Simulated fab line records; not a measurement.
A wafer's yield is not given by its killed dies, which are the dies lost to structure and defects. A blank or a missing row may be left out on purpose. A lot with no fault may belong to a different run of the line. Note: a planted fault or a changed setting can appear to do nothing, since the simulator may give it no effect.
fab line records	flow n5-finfet
[record] lots = 8	wafers = 24	last-day = 19
route steps=1938 shown FIN_CUT@172 STI_FIN_REVEAL@189 BEOL_M4@1111 PASSIVATION@1936
lots with no fault: from the same line, run without faults
start-h: the number of hours between the record's first day and the start of the first shown wafer of the lot	wait-h: time in hours since the lot's previous step	" same as the row above	L1.1+2: a single row standing in for several wafers	- either no value or no given start	* or withheld: withheld	< > ~ a bound
route shown NAME@n: a module of which the file shows steps, and the number in the route of the first	usual: mean and standard deviation over wafers with no fault	same: alike in all rows	chamber/n: place in a boat	sites: readings site by site	_std_site: standard deviation of those values	_edge_site: the outer-site mean with the inner-site mean subtracted	radius-mm: how far each site lies from the wafer's centre	mask NAME#n: copy n	behind: the last tool/chamber to shape the wafer	hold: cause of the lot's hold/its duration in hours/its outcome	device: the transistor (n, p or np) that didn't switch	end of line: tests run on the same wafers once the route is complete	where a step has no rows: the recipe by itself	killed: not the wafer's yield, but the dies lost to structure and defects at the first sort	map: shows each die of a wafer: x if killed, . if not, _ if none is there
set.NAME: the run value of the setting; set.NAME@STEP: its run value at that earlier step	model.NAME: the simulator's own value behind a step, which no gauge read
the route's steps for a sample of lots (tables are steps, rows are wafers)
services: a tool's chamber out of use, with start hour (start-h, from the record's first day; less than 0 if before it), hours out, and reason
[[steps]]
[step N5_FIN_CUT_STRIP_24]
[recipe] chemistry = CF4	resist = SiARC	power-w = 300	bias-power-w = 75	pressure-mtorr = 50	cf4-flow-sccm = 150	rf-frequency-hz = 6e+07
[usual] cf4-flow-sccm = 150.0/0.43	drypump-motor-current-A = 5.5/0.38	oes-product-au = 0.77/0.074	rf-vpp-V = 271.5/1.5	showerhead-plenum-p-Torr = 1.81/0.054	throttle-valve-pct = 13.71/0.19
lot.wafer	tool	chamber	start-h	wait-h	cf4-flow-sccm	drypump-motor-current-A	oes-product-au	rf-hours-counter-h	rf-vpp-V	showerhead-plenum-p-Torr	throttle-valve-pct
L511.2	rie-diel-04	2	36.13	0.0	150.5	4.9	0.69	228	271.6	1.84	14.05
L511.4	"	1	"	"	150.9	5.0	0.79	108	272.5	1.89	13.63
L511.5	"	3	"	"	149.4	5.3	0.71	-	272.4	1.78	13.88
L514.1	rie-diel-02	0	52.41	0.0	148.7	5.5	0.82	64	270.5	1.83	13.60
L514.2	"	2	"	"	150.0	5.7	0.78	114	271.4	1.87	13.50
L514.4	"	0	"	"	149.4	5.6	0.83	-	272.0	1.83	13.61
L519.2	rie-diel-05	2	82.14	0.0	150.4	5.7	0.77	123	269.9	1.73	13.70
L519.5	"	2	"	"	150.3	5.7	0.77	-	269.1	1.73	13.71
L519.6	"	1	"	"	149.6	6.2	0.84	-	270.0	1.82	13.55
L520.1	rie-diel-04	1	87.66	0.0	150.2	5.0	0.78	118	274.4	1.89	13.65
L520.3	"	3	"	"	149.9	5.4	0.69	199	271.0	1.78	13.90
L520.5	"	2	"	"	150.1	4.9	0.69	-	273.0	1.84	14.08
L522.1	rie-diel-05	2	99.87	0.0	149.7	5.7	0.77	129	270.1	1.72	13.71
L522.2	"	0	"	"	149.7	5.0	0.68	227	271.2	1.83	14.05
L522.3	"	1	"	"	151.1	6.1	0.83	59	272.0	1.82	13.53
L530.4	rie-diel-05	1	148.43	0.0	150.5	6.2	0.82	73	270.8	1.82	13.58
L530.5	"	3	"	"	150.2	5.4	0.75	-	270.0	1.73	13.66
L530.6	"	2	"	"	149.4	5.7	0.75	-	270.4	1.72	13.77
L531.1	rie-diel-05	3	154.24	0.0	150.1	5.4	0.75	165	271.4	1.73	13.65
L531.3	"	1	"	"	149.9	6.2	0.82	75	272.3	1.82	13.59
L531.6	"	3	"	"	150.0	5.4	0.75	-	268.5	1.73	13.64
L532.1	rie-diel-02	3	159.79	0.0	149.4	5.7	0.93	9	273.3	1.92	13.40
L532.3	"	2	"	"	150.6	5.7	0.75	150	273.3	1.86	13.60
L532.4	"	1	"	"	149.3	6.0	0.87	41	271.1	1.81	13.69
[step N5_FIN_CUT_CUT_ETCH_26]
[recipe] chemistry = CH3F/O2	target = SiNx	target-depth-a = 390	mask-material = SOC	time-s = 55.7	pressure-mtorr = 30	source-w = 395	bias-w = 73	Ar_flow_sccm = 150	CH3F_flow_sccm = 30	O2_flow_sccm = 20	ion-energy-ev = 120
[usual] O2_flow_sccm = 20.00/0.059	drypump-motor-current-A = 5.5/0.38	oes_o_777_au = 0.78/0.074	oes-product-au = 0.78/0.081	rf-vpp-V = 300/7.1	showerhead-plenum-p-Torr = 2.03/0.066	throttle-valve-pct = 16.52/0.2
lot.wafer	tool	chamber	start-h	wait-h	O2_flow_sccm	drypump-motor-current-A	oes_o_777_au	oes-product-au	rf-hours-counter-h	rf-vpp-V	showerhead-plenum-p-Torr	throttle-valve-pct
L511.2	rie-diel-04	2	36.15	0.0	19.97	5.0	0.69	0.68	228	304	2.07	16.82
L511.4	"	1	"	"	19.94	5.0	0.77	0.77	108	303	2.10	16.36
L511.5	"	3	"	"	19.94	5.3	0.70	0.70	-	303	1.98	16.58
L514.1	rie-diel-02	0	52.43	0.0	19.97	5.5	0.81	0.84	64	295	2.05	16.42
L514.2	"	2	"	"	20.02	5.7	0.78	0.80	114	310	2.10	16.32
L514.4	"	0	"	"	20.03	5.6	0.81	0.83	-	294	2.04	16.43
L519.2	rie-diel-05	2	82.16	0.0	19.93	5.7	0.82	0.78	123	284	1.91	16.43
L519.5	"	2	"	"	19.97	5.7	0.81	0.77	-	284	1.91	16.43
L519.6	"	1	"	"	19.95	6.2	0.84	0.84	-	299	2.03	16.34
L520.1	rie-diel-04	1	87.68	0.0	20.00	5.0	0.76	0.76	118	304	2.09	16.38
L520.3	"	3	"	"	19.91	5.3	0.70	0.69	199	302	1.97	16.61
L520.5	"	2	"	"	19.91	4.9	0.68	0.67	-	306	2.06	16.85
L522.1	rie-diel-05	2	99.89	0.0	19.99	5.7	0.80	0.77	129	285	1.91	16.44
L522.2	"	0	"	"	20.06	5.0	0.68	0.68	227	304	2.07	16.92
L522.3	"	1	"	"	20.04	6.1	0.83	0.84	59	299	2.02	16.35
L530.4	rie-diel-05	1	148.45	0.0	20.06	6.2	0.82	0.82	73	301	2.02	16.38
L530.5	"	3	"	"	20.06	5.3	0.74	0.76	-	298	1.93	16.44
L530.6	"	2	"	"	20.06	5.7	0.79	0.75	-	284	1.90	16.48
L531.1	rie-diel-05	3	154.26	0.0	19.91	5.4	0.74	0.75	165	298	1.93	16.44
L531.3	"	1	"	"	19.99	6.1	0.81	0.82	75	299	2.02	16.38
L531.6	"	3	"	"	19.92	5.4	0.74	0.76	-	298	1.93	16.44
L532.1	rie-diel-02	3	159.81	0.0	20.07	5.7	0.95	0.96	9	294	2.15	16.28
L532.3	"	2	"	"	19.93	5.7	0.75	0.76	150	310	2.08	16.37
L532.4	"	1	"	"	20.00	6.0	0.87	0.88	41	299	2.04	16.64
[step N5_STI_FIN_REVEAL_DENSIFY_30]
[recipe] temp-c = *	time-s = *	ambient = N2	idle-temp-c = 600	ramp-up-c-per-s = 150	ramp-down-c-per-s = 60	cool-to-c = 600
[usual] lamp-power-pct = 11.53/0.049	wafer_temp_C_max = *
lot.wafer	tool	chamber	start-h	wait-h	lamp-power-pct	wafer_temp_C_max
L511.2	rtp-anneal-01	0	42.27	0.1	11.57	*
L511.4	"	0	"	"	11.50	*
L511.5	"	0	"	"	11.42	*
L514.1	rtp-anneal-02	0	58.81	0.2	11.51	*
L514.2	"	0	"	"	11.50	*
L514.4	"	0	"	"	11.52	*
L519.2	rtp-anneal-01	0	89.65	0.3	11.54	*
L519.5	"	0	"	"	11.54	*
L519.6	"	0	"	"	11.50	*
L520.1	rtp-anneal-01	0	95.23	0.4	11.56	*
L520.3	"	0	"	"	11.58	*
L520.5	"	0	"	"	11.47	*
L522.1	rtp-anneal-02	0	105.83	0.0	11.58	*
L522.2	"	0	"	"	11.49	*
L522.3	"	0	"	"	11.58	*
L530.4	rtp-anneal-01	0	154.56	0.1	11.51	*
L530.5	"	0	"	"	11.57	*
L530.6	"	0	"	"	11.52	*
L531.1	rtp-anneal-02	0	160.21	0.0	11.58	*
L531.3	"	0	"	"	11.56	*
L531.6	"	0	"	"	11.54	*
L532.1	rtp-anneal-01	0	165.74	0.0	11.58	*
L532.3	"	0	"	"	11.56	*
L532.4	"	0	"	"	11.48	*
[step N5_STI_FIN_REVEAL_OXIDATION_33]
[recipe] chemistry = O2_PLASMA_REMOTE	temp-c = 150	time-s = 20	pressure-mtorr = 1000	source-power-w = 2000	o2-flow-sccm = 3000
[usual] chamber-pressure-mTorr = 1000.1/0.9	drypump-motor-current-A = 5.75/0.14	heater-power-w = 155/9.2	temp-c-max = 150.7/0.33
lot.wafer	tool	chamber	start-h	wait-h	chamber-pressure-mTorr	drypump-motor-current-A	heater-power-w	rf-hours-counter-h	temp-c-max
L511.2	plasma-asher-02	1	45.20	0.0	999.0	5.57	153	82	150.7
L511.4	"	1	"	"	999.9	5.57	156	-	150.5
L511.5	"	1	"	"	997.8	5.58	155	-	150.7
L514.1	plasma-asher-01	0	61.96	0.0	1001.1	5.82	168	31	151.0
L514.2	"	1	"	"	1000.7	5.64	147	31	150.3
L514.4	"	1	"	"	998.8	5.63	142	-	150.3
L519.2	plasma-asher-01	1	92.60	0.0	-	-	-	-	-
L519.5	"	0	"	"	-	-	-	-	-
L519.6	"	1	"	"	-	-	-	-	-
L520.1	plasma-asher-01	0	98.19	0.0	-	-	-	-	-
L520.3	"	1	"	"	-	-	-	-	-
L520.5	"	0	"	"	-	-	-	-	-
L522.1	plasma-asher-01	0	108.85	0.0	999.6	5.90	169	40	151.3
L522.2	"	1	"	"	999.5	5.65	144	40	150.4
L522.3	"	0	"	"	999.9	5.87	168	-	151.0
L530.4	plasma-asher-01	1	157.50	0.0	999.3	5.64	142	-	150.4
L530.5	"	0	"	"	1000.7	5.90	172	-	150.7
L530.6	"	1	"	"	1000.2	5.64	149	-	150.5
L531.1	plasma-asher-02	0	163.21	0.0	1000.8	5.89	155	103	150.5
L531.3	"	0	"	"	999.9	5.86	155	-	150.4
L531.6	"	0	"	"	1000.5	5.87	152	-	150.5
L532.1	plasma-asher-01	1	168.70	0.0	1001.6	5.66	144	54	150.3
L532.3	"	0	"	"	999.5	5.92	166	-	151.0
L532.4	"	1	"	"	1000.9	5.65	140	-	150.5
[step N5_STI_FIN_REVEAL_CD_MEAS_22]
[recipe] target-cd-nm = 6.238	pitch-nm = 28	polarity = line
[usual] cd-nm = 6.23/0.22
lot.wafer	tool	chamber	start-h	wait-h	cd-nm
L511.2	cd-sem-02	-	45.37	0.0	6.15
L511.4	"	-	"	"	6.31
L511.5	"	-	"	"	6.27
L514.1	cd-sem-01	-	62.12	0.0	5.98
L514.2	"	-	"	"	5.66
L514.4	"	-	"	"	6.16
L519.2	cd-sem-03	-	92.77	0.0	7.28
L519.5	"	-	"	"	7.33
L519.6	"	-	"	"	7.38
L520.1	cd-sem-03	-	98.35	0.0	7.26
L520.3	"	-	"	"	7.49
L520.5	"	-	"	"	7.25
L522.1	cd-sem-01	-	109.01	0.0	6.62
L522.2	"	-	"	"	6.42
L522.3	"	-	"	"	6.27
L530.4	cd-sem-03	-	157.66	0.0	5.82
L530.5	"	-	"	"	6.53
L530.6	"	-	"	"	6.16
L531.1	cd-sem-03	-	163.37	0.0	6.76
L531.3	"	-	"	"	6.11
L531.6	"	-	"	"	6.50
L532.1	cd-sem-03	-	168.87	0.0	6.43
L532.3	"	-	"	"	6.08
L532.4	"	-	"	"	6.40
[step N5_BEOL_M4_RC_MEAS_101]
[usual] DIBL_N = 36.1/1.6	DIBL_P = 35.7/1.8	IOFF_N = 0.159/0.027	IOFF_N_85C = 3.1/0.44	IOFF_N_LIN = 0.073/0.0097	IOFF_N_LONG = 5.66e-05/2.6e-06	IOFF_P = 0.21/0.03	IOFF_P_85C = 3.6/0.43	IOFF_P_LIN = 0.100/0.011	ION_N = 673/10	ION_P = 462/7.4	REXT_N = 74.7/1.6	REXT_P = 101.1/2.6	SS_N = 71.4/0.56	SS_P = 73.2/0.61	VT_N = 249.7/3	VT_N_LONG = 274.5/2.1	VT_N_LVT = 98.3/2.8	VT_P = -250/3.1	VT_P_LVT = -98.4/2.7
lot.wafer	tool	chamber	start-h	wait-h	DIBL_N[mV/V]	DIBL_P[mV/V]	IOFF_N[nA/um]	IOFF_N_85C[nA/um]	IOFF_N_LIN[nA/um]	IOFF_N_LONG[nA/um]	IOFF_P[nA/um]	IOFF_P_85C[nA/um]	IOFF_P_LIN[nA/um]	ION_N[uA/um]	ION_P[uA/um]	REXT_N[ohm.um]	REXT_P[ohm.um]	SS_N[mV/dec]	SS_P[mV/dec]	VT_N[mV]	VT_N_LONG[mV]	VT_N_LVT[mV]	VT_P[mV]	VT_P_LVT[mV]
L511.2	prober-01	0	171.56	0.2	37.4	38.9	0.206	3.8	0.094	5.56e-05	0.25	4.1	0.107	692	463	78.7	101.8	72.8	74.3	244.1	272.8	92.8	-251	-98.5
L511.4	"	0	"	"	34.4	35.6	0.145	2.9	0.071	5.51e-05	0.19	3.4	0.092	676	462	78.5	101.1	71.5	73.1	248.1	273.7	98.1	-254	-100.3
L511.5	"	0	"	"	35.2	35.5	0.154	3.0	0.072	5.56e-05	0.19	3.3	0.089	664	451	78.2	102.8	71.9	72.6	248.0	274.0	98.2	-255	-101.5
L514.1	prober-02	0	185.16	0.0	37.9	37.4	0.156	3.1	0.069	5.3e-05	0.19	3.4	0.091	664	448	74.5	101.3	71.6	73.6	252.5	277.4	100.5	-253	-100.5
L514.2	"	0	"	"	36.6	35.8	0.136	2.7	0.066	5.24e-05	0.18	3.2	0.089	662	451	75.9	101.0	71.7	73.1	253.1	277.9	100.0	-254	-101.4
L514.4	"	0	"	"	39.2	38.7	0.189	3.6	0.081	5.3e-05	0.24	4.0	0.104	678	458	75.2	100.8	72.0	73.8	248.9	278.8	96.3	-251	-97.5
L519.2	prober-02	0	220.88	0.2	42.3	44.6	0.407	6.8	0.187	7.23e-05	0.41	6.5	0.195	723	481	68.6	93.1	73.2	74.9	236.0	264.0	82.0	-241	-88.7
L519.5	"	0	"	"	39.9	42.8	0.331	5.7	0.161	7.32e-05	0.35	5.7	0.178	724	485	68.6	92.3	71.4	74.4	239.3	264.4	83.6	-243	-90.1
L519.6	"	0	"	"	43.6	45.3	0.472	7.7	0.200	7.41e-05	0.43	6.7	0.200	731	481	67.9	91.3	73.3	76.1	233.9	266.6	80.8	-239	-87.4
L520.1	prober-02	0	227.29	0.0	44.3	45.6	0.426	7.2	0.193	7.44e-05	0.46	7.2	0.216	726	487	69.5	91.9	72.5	75.9	233.6	265.3	84.9	-241	-89.8
L520.3	"	0	"	"	44.0	46.5	0.408	7.0	0.191	7.48e-05	0.50	7.6	0.232	729	497	68.7	89.9	72.9	75.1	233.9	267.6	83.6	-237	-88.7
L520.5	"	0	"	"	43.0	44.7	0.378	6.5	0.177	7.38e-05	0.44	6.9	0.213	727	489	69.3	91.5	73.0	75.4	233.4	264.8	84.7	-239	-90.9
L522.1	prober-01	0	237.41	0.0	38.7	37.3	0.185	3.6	0.081	5.56e-05	0.24	4.0	0.109	683	466	73.6	105.2	71.8	73.4	248.5	274.9	96.7	-250	-95.9
L522.2	"	0	"	"	37.7	36.7	0.170	3.4	0.076	5.5e-05	0.22	3.8	0.103	676	463	72.1	106.2	71.8	74.3	249.2	275.3	96.9	-248	-96.9
L522.3	"	0	"	"	36.6	34.5	0.151	3.0	0.066	5.52e-05	0.19	3.3	0.092	654	450	74.8	107.6	71.3	73.6	253.6	275.0	100.0	-251	-99.4
L530.4	prober-01	0	305.14	0.5	34.9	34.5	0.122	2.5	0.060	5.71e-05	0.17	3.1	0.087	666	455	74.3	103.6	71.1	73.3	253.6	273.5	103.6	-252	-102.1
L530.5	"	0	"	"	35.7	36.9	0.148	2.9	0.071	5.65e-05	0.21	3.6	0.100	683	467	75.5	102.4	70.8	73.6	250.6	275.7	98.9	-250	-99.4
L530.6	"	0	"	"	36.4	37.7	0.163	3.2	0.077	5.7e-05	0.21	3.6	0.098	683	465	73.7	104.9	71.6	73.8	250.1	274.1	98.3	-251	-99.3
L531.1	prober-01	0	309.25	0.0	37.1	36.8	0.195	3.7	0.085	5.63e-05	0.23	4.0	0.109	678	461	75.3	101.1	71.9	72.9	247.2	275.1	95.8	-250	-97.9
L531.3	"	0	"	"	35.3	34.9	0.147	2.9	0.068	5.65e-05	0.19	3.4	0.095	672	457	75.2	102.7	71.5	72.3	251.9	275.5	100.8	-253	-100.0
L531.6	"	0	"	"	36.2	36.0	0.178	3.4	0.079	5.6e-05	0.22	3.8	0.104	677	463	75.1	102.2	72.2	72.4	249.4	274.9	97.8	-250	-98.4
L532.1	prober-01	0	341.71	0.0	35.2	34.8	0.156	3.0	0.071	5.82e-05	0.22	3.9	0.110	662	460	75.8	104.2	71.1	73.1	247.2	271.6	97.4	-244	-96.3
L532.3	"	0	"	"	34.7	33.7	0.139	2.7	0.066	6.07e-05	0.20	3.6	0.104	670	468	74.5	102.0	70.9	72.1	251.6	270.0	98.4	-245	-96.0
L532.4	"	0	"	"	36.7	36.9	0.201	3.7	0.090	6.03e-05	0.26	4.4	0.125	694	482	73.6	102.8	71.0	73.1	243.3	270.8	91.3	-242	-92.5
[step N5_PASSIVATION_PROBE_49]
[usual] defect-limited-yield = 91.0/1.3	killed_at_M0_to_M3 = 33/10	killed_at_M4_up = 14/5.6	killed-at-contacts = 12/5.8	killed-at-front-end = 43/11	killed-at-other = 4.1/2.8	killed-dies = 106/15	killed-open = 70/12	killed-short = 34/7.5	sort_bin_4_leakage = 0.00/0.0099	sort_bin_5_function = 5.3/0.88	sort_bin_6_memory = 3.3/0.64	sort-n-pass = 1074/15	sort-yield-pct = 91.0/1.3
[same] gross-dies = 1180	killed-at-back-side = 0	sort_bin_8_speed[%] = 0
lot.wafer	tool	chamber	start-h	wait-h	defect-limited-yield[%]	killed_at_M0_to_M3	killed_at_M4_up	killed-at-contacts	killed-at-front-end	killed-at-other	killed-dies	killed-open	killed-short	sort_bin_4_leakage[%]	sort_bin_5_function[%]	sort_bin_6_memory[%]	sort-n-pass	sort-yield-pct[%]
L519.2	prober-02	-	338.41	0.1	90.7	26	12	6	54	12	110	76	32	13.98	5.7	3.2	905	76.7
L519.5	prober-02	-	338.56	0.2	91.9	30	7	9	47	2	95	56	38	1.36	4.7	2.8	1069	90.6
L519.6	prober-02	-	338.61	0.3	91.3	37	6	9	50	1	103	64	37	38.05	5.0	3.6	628	53.2
L520.1	prober-02	-	341.31	0.0	89.2	48	12	12	51	4	127	88	38	26.53	6.7	3.6	740	62.7
L520.3	prober-02	-	341.41	0.1	90.3	35	5	9	65	0	114	77	32	20.93	5.6	3.8	819	69.4
L520.5	prober-02	-	341.51	0.2	91.0	23	9	11	54	9	106	68	38	10.59	5.8	2.9	949	80.4
L530.4	prober-02	-	407.32	0.2	90.4	51	9	6	43	4	113	63	49	0	5.3	4.0	1067	90.4
L530.5	prober-02	-	407.37	0.2	89.9	42	24	7	42	4	119	82	37	0	6.7	3.1	1061	89.9
L530.6	prober-02	-	407.42	0.3	91.4	32	14	9	45	2	102	68	33	0	5.7	2.8	1078	91.4
L531.1	prober-02	-	416.18	0.0	91.2	22	26	12	35	9	104	70	33	0	4.9	3.6	1076	91.2
L531.3	prober-02	-	416.28	0.1	89.5	21	26	20	49	8	124	82	42	0	6.6	3.6	1056	89.5
L531.6	prober-02	-	416.43	0.3	93.5	31	8	8	25	5	77	45	31	0	3.6	2.5	1103	93.5
// killed by level:class
L519.2 STI_FIN_REVEAL:geometric-particle:open=11 FIN_SAQP:geometric-particle:open=9 BEOL_M3:geometric-particle:open=9 BEOL_M2:geometric-particle:open=6 MOL_CONTACT_COAG:geometric-particle:open=6 DUMMY_GATE:geometric-particle:open=5 BEOL_M0_SAQP:geometric-particle:short=5 BEOL_M0_SAQP:geometric-particle:open=4
L519.5 STI_FIN_REVEAL:geometric-particle:open=9 GATE_CUT:geometric-particle:short=7 BEOL_M1:geometric-particle:open=7 DUMMY_GATE:geometric-particle:open=6 FIN_SAQP:geometric-particle:short=5 FIN_SAQP:geometric-particle:open=5 MOL_CONTACT_COAG:geometric-particle:short=5 BEOL_M0_SAQP:geometric-particle:open=5
L519.6 BEOL_M1:geometric-particle:open=12 MOL_CONTACT_COAG:geometric-particle:open=7 STI_FIN_REVEAL:geometric-particle:open=6 BEOL_M0_SAQP:geometric-particle:open=6 FIN_SAQP:geometric-particle:open=5 GATE_CUT:geometric-particle:short=5 BEOL_M3:geometric-particle:open=5 BEOL_M0_SAQP:geometric-particle:short=4
L520.1 BEOL_M2:geometric-particle:open=17 STI_FIN_REVEAL:geometric-particle:open=10 FIN_SAQP:geometric-particle:short=9 DUMMY_GATE:geometric-particle:open=9 MOL_CONTACT_COAG:geometric-particle:open=9 BEOL_M2:geometric-particle:short=7 BEOL_M4:geometric-particle:open=7 FIN_SAQP:geometric-particle:open=6
L520.3 FIN_SAQP:geometric-particle:open=13 STI_FIN_REVEAL:geometric-particle:open=13 BEOL_M3:geometric-particle:open=12 FIN_SAQP:geometric-particle:short=10 MOL_CONTACT_COAG:geometric-particle:open=7 DUMMY_GATE:geometric-particle:open=6 BEOL_M0_SAQP:geometric-particle:open=6 BEOL_M0_SAQP:geometric-particle:short=6
L520.5 FIN_SAQP:geometric-particle:short=14 FIN_SAQP:geometric-particle:open=11 MOL_CONTACT_COAG:geometric-particle:open=9 DUMMY_GATE:geometric-particle:open=8 BEOL_M3:geometric-particle:open=7 PASS1_CAP:geometric-particle:open=6 STI_FIN_REVEAL:geometric-particle:open=6 STARTING-WAFER:geometric-particle:short=4
L530.4 BEOL_M0_SAQP:geometric-particle:short=20 FIN_SAQP:geometric-particle:short=14 STI_FIN_REVEAL:geometric-particle:open=10 BEOL_M1:geometric-particle:open=9 FIN_SAQP:geometric-particle:open=8 BEOL_M0_SAQP:geometric-particle:open=7 BEOL_M2:geometric-particle:open=6 BEOL_M3:geometric-particle:open=6
L530.5 BEOL_M4:geometric-particle:open=16 BEOL_M0_SAQP:geometric-particle:short=10 BEOL_M2:geometric-particle:open=9 FIN_SAQP:geometric-particle:open=8 BEOL_M1:geometric-particle:open=8 MOL_CONTACT_COAG:geometric-particle:open=7 FIN_SAQP:geometric-particle:short=6 DUMMY_GATE:geometric-particle:open=6
L530.6 STI_FIN_REVEAL:geometric-particle:open=17 MOL_CONTACT_COAG:geometric-particle:open=9 BEOL_M0_SAQP:geometric-particle:short=9 BEOL_M3:geometric-particle:open=8 FIN_SAQP:geometric-particle:short=7 FIN_SAQP:geometric-particle:open=7 BEOL_M0_SAQP:geometric-particle:open=6 BEOL_M4:geometric-particle:open=6
L531.1 BEOL_M4:geometric-particle:open=12 MOL_CONTACT_COAG:geometric-particle:open=10 BEOL_M0_SAQP:geometric-particle:open=7 BEOL_M2:geometric-particle:open=7 FIN_SAQP:geometric-particle:short=6 FIN_SAQP:geometric-particle:open=6 STI_FIN_REVEAL:geometric-particle:open=5 BEOL_M4:geometric-particle:short=5
L531.3 MOL_CONTACT_COAG:geometric-particle:open=18 FIN_SAQP:geometric-particle:open=11 STI_FIN_REVEAL:geometric-particle:open=11 FIN_SAQP:geometric-particle:short=8 BEOL_M4:geometric-particle:open=8 BEOL_M2:geometric-particle:open=7 GATE_CUT:geometric-particle:short=6 DUMMY_GATE:geometric-particle:open=5
L531.6 BEOL_M0_SAQP:geometric-particle:open=11 BEOL_M0_SAQP:geometric-particle:short=9 MOL_CONTACT_COAG:geometric-particle:open=6 FIN_SAQP:geometric-particle:short=4 STI_FIN_REVEAL:geometric-particle:short=4 BEOL_M3:geometric-particle:open=4 STI_FIN_REVEAL:geometric-particle:open=3 DUMMY_GATE:geometric-particle:open=3
[[services]]
tool	chamber	start-h	hours	kind
rie-diel-02	1	24.86	-	clean
rie-diel-02	1	24.86	-	consumable-replace:focus-ring
rie-diel-02	1	24.86	16.6	scheduled-down
rie-diel-02	1	24.86	16.6	vent-cycle
rie-diel-02	0	28.01	4.1	repair
rie-diel-04	-	38.56	2.8	pm
plasma-asher-01	-	42.82	2.1	repair
rie-diel-02	3	50.39	12.1	repair
rie-diel-04	-	54.55	14.6	pm
rie-diel-02	3	66.11	4.3	repair
rie-diel-05	0	66.63	1.9	repair
rie-diel-04	-	95.90	0.4	repair
rie-diel-02	3	117.94	-	clean
rie-diel-02	3	117.94	-	consumable-replace:focus-ring
rie-diel-02	3	117.94	-	consumable-replace:showerhead
rie-diel-02	3	117.94	14.9	scheduled-down
rie-diel-02	3	117.94	14.9	vent-cycle
plasma-asher-02	-	120.05	2.5	pm
rie-diel-05	2	128.71	1.6	repair
rie-diel-04	2	130.35	-	clean
rie-diel-04	2	130.35	-	consumable-replace:focus-ring
rie-diel-04	2	130.35	22.3	scheduled-down
rie-diel-05	-	139.60	0.4	repair
plasma-asher-02	-	146.20	4.0	pm
[[key]]
[first-sign] step = N5_STI_FIN_REVEAL_OXIDATION_33	reading = tool-record	direction = missing
[effect] step = N5_STI_FIN_REVEAL_CD_MEAS_22	reading = cd-nm	direction = up	sigmas = 5	usual = 6.23	struck = 7.33
[effect] step = N5_BEOL_M4_RC_MEAS_101	reading = IOFF_N_LIN	direction = up	sigmas = 12	usual = 0.073	struck = 0.185
[effect] step = N5_BEOL_M4_RC_MEAS_101	reading = IOFF_P_LIN	direction = up	sigmas = 9.2	usual = 0.100	struck = 0.206
[effect] step = N5_BEOL_M4_RC_MEAS_101	reading = IOFF_N	direction = up	sigmas = 8.9	usual = 0.159	struck = 0.404
[effect] step = N5_BEOL_M4_RC_MEAS_101	reading = IOFF_N_85C	direction = up	sigmas = 8.5	usual = 3.1	struck = 6.8
[effect] step = N5_BEOL_M4_RC_MEAS_101	reading = IOFF_P_85C	direction = up	sigmas = 7.3	usual = 3.6	struck = 6.8
[effect] step = N5_BEOL_M4_RC_MEAS_101	reading = IOFF_P	direction = up	sigmas = 7.3	usual = 0.21	struck = 0.43
[effect] step = N5_BEOL_M4_RC_MEAS_101	reading = IOFF_N_LONG	direction = up	sigmas = 6.5	usual = 5.66e-05	struck = 7.38e-05
[effect] step = N5_BEOL_M4_RC_MEAS_101	reading = VT_N_LVT	direction = down	sigmas = 5.3	usual = 98.3	struck = 83.3
[effect] step = N5_BEOL_M4_RC_MEAS_101	reading = ION_N	direction = up	sigmas = 5.1	usual = 673	struck = 727
[effect] step = N5_BEOL_M4_RC_MEAS_101	reading = DIBL_P	direction = up	sigmas = 5.1	usual = 35.7	struck = 44.9
[effect] step = N5_BEOL_M4_RC_MEAS_101	reading = VT_N	direction = down	sigmas = 4.9	usual = 249.7	struck = 235.0
[effect] step = N5_BEOL_M4_RC_MEAS_101	reading = VT_N_LONG	direction = down	sigmas = 4.3	usual = 274.5	struck = 265.4
[effect] step = N5_PASSIVATION_PROBE_49	reading = sort_bin_4_leakage	direction = up	sigmas = 99+	usual = 0.00	struck = 18.57
met-at N5_STI_FIN_REVEAL_OXIDATION_33
struck-lots L519,L520
not-acting-at N5_FIN_CUT_STRIP_24,N5_FIN_CUT_CUT_ETCH_26,N5_STI_FIN_REVEAL_DENSIFY_30
onset-between 61.96 92.60
[fault] kind = skipped-step-whole	tool = plasma-asher-01	chamber = -	onset-h = 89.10	steps = N5_STI_FIN_REVEAL_OXIDATION_33	scope = struck-lots-only
